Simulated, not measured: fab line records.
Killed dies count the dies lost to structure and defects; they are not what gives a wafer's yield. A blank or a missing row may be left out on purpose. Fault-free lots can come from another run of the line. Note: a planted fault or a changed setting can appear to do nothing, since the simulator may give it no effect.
Which tool is to blame? | flow nand harc | Sampling: 12 lots, 36 wafers, 5 of 1302 route steps

== WHAT EACH GAUGE READ, for each wafer ==
NHARC_A_ONON_D2_THK_MEAS_08: measures by ellipsometry.
lot  | measured     | on            | thk nm (nm)
L074 | day 12 18:23 | film metro-01 | 986 989 989
L076 | day 13 16:50 | film metro-01 | 1008 1008 1007
L079 | day 14 13:27 | film metro-01 | 1009 1007 1010
L081 | day 15 11:27 | film metro-01 | 1000 999 997
L083 | day 16 08:26 | film metro-01 | 1015 1015 1013
L085 | day 16 21:16 | film metro-01 | 994 991 992
L087 | day 17 20:32 | film metro-02 | 997 998 998
L089 | day 19 06:05 | film metro-01 | 1008 1008 1009
L090 | day 19 05:55 | film metro-01 | 1004 1004 1004
L093 | day 20 10:27 | film metro-02 | 995 996 996
L095 | day 21 07:55 | film metro-01 | 1020 1020 1019
L096 | day 21 15:02 | film metro-02 | 987 985 987

== WHICH TOOL RAN EACH LOT (tool, then ch and the chambers of the sampled wafers, then the start) ==
lot  | NHARC_A_CHANNEL_HOLE_D1_ETCH_33  | NHARC_A_CHANNEL_FILL_D1_ETCHBACK_08           | NHARC_A_CHANNEL_FILL_D1_CMP_10 | NHARC_A_DECK1_JOINT_CMP_02
L074 | har etch-02 ch 0,1, day 8 21:01  | rie diel-02 ch 0,1,3, day 10 23:01 or earlier | cmp-03 ch 2,3, day 10 23:01    | cmp-02 ch 0,1,2, day 12 15:44
L076 | har etch-02 ch 0, day 10 03:26   | rie diel-07 ch 0,3, day 12 04:32 or earlier   | cmp-01 ch 0,2,3, day 12 04:32  | cmp-01 ch 1,2,3, day 13 14:25
L079 | har etch-02 ch 0,1, day 10 20:08 | rie diel-01 ch 0,2,3, day 12 21:21 or earlier | cmp-01 ch 0,1,2, day 12 21:21  | cmp-02 ch 1,2,3, day 14 11:04
L081 | har etch-01 ch 0,1, day 11 22:32 | rie diel-01 ch 1,2,3, day 13 23:49 or earlier | cmp-02 ch 1,2, day 13 23:49    | cmp-04 ch 0,1,2, day 15 09:05
L083 | har etch-02 ch 0,1, day 12 16:22 | rie diel-02 ch 0,2,3, day 14 18:50 or earlier | cmp-03 ch 0,3, day 14 18:50    | cmp-02 ch 1,3, day 16 06:01
L085 | har etch-02 ch 0,1, day 13 04:19 | rie diel-01 ch 0,1, day 15 07:14 or earlier   | cmp-03 ch 0,1,3, day 15 07:14  | cmp-02 ch 0,2,3, day 16 18:46
L087 | har etch-02 ch 0,1, day 14 06:10 | rie diel-01 ch 0,2,3, day 16 11:12 or earlier | cmp-03 ch 0,3, day 16 11:12    | cmp-01 ch 1,2,3, day 17 18:12
L089 | har etch-01 ch 0,1, day 15 12:18 | rie diel-01 ch 0,1,3, day 17 15:11 or earlier | cmp-02 ch 0,1,3, day 17 15:11  | cmp-01 ch 0,1,2, day 19 03:35
L090 | har etch-02 ch 0,1, day 15 20:50 | rie diel-07 ch 1,2,3, day 17 21:06 or earlier | cmp-01 ch 0,2,3, day 17 21:06  | cmp-02 ch 0,3, day 19 03:31
L093 | har etch-01 ch 0,1, day 16 11:59 | rie diel-07 ch 1,2, day 18 20:11 or earlier   | cmp-03 ch 1,2,3, day 18 20:11  | cmp-04 ch 0,1,3, day 20 07:55
L095 | har etch-01 ch 0,1, day 17 17:51 | rie diel-07 ch 0,1, day 19 20:27 or earlier   | cmp-02 ch 0,2,3, day 19 20:27  | cmp-04 ch 1,2, day 21 05:29
L096 | har etch-01 ch 1, day 18 02:10   | rie diel-01 ch 0,1,3, day 20 03:11 or earlier | cmp-01 ch 1,2,3, day 20 03:11  | cmp-04 ch 0,2, day 21 12:35
- NHARC_A_CHANNEL_HOLE_D1_ETCH_33: etches the open film in C4F8/O2/Ar, time 90 s, target depth 400 nm.
- NHARC_A_CHANNEL_FILL_D1_ETCHBACK_08: etches the open film in C4F8, target depth 220 nm, time 110 s.
- NHARC_A_CHANNEL_FILL_D1_CMP_10: polishes, target thk 150 nm.
- NHARC_A_DECK1_JOINT_CMP_02: polishes SiOx.

== THE ANSWER, worked out from the rows above alone ==
Rule: usual is defined by the lots themselves. Put in order of their means at a reading, lots are off if they are a third of the lots or fewer, leave a main group of 4 or more, and stand apart from it by a gap of 3 or more times the standard deviation of the main group's means; of several such gaps the widest counts. The tables above print the reading to a certain number of digits; a main group whose means all agree to those digits is not used. A lot without any number at a reading at which 4 lots or more have one is off too. Any other lot the step has rows for is counted as sound.
No lot is off at any reading shown: from this, nothing can be told.

== WHAT WAS PUT IN BY THE SIMULATOR ==
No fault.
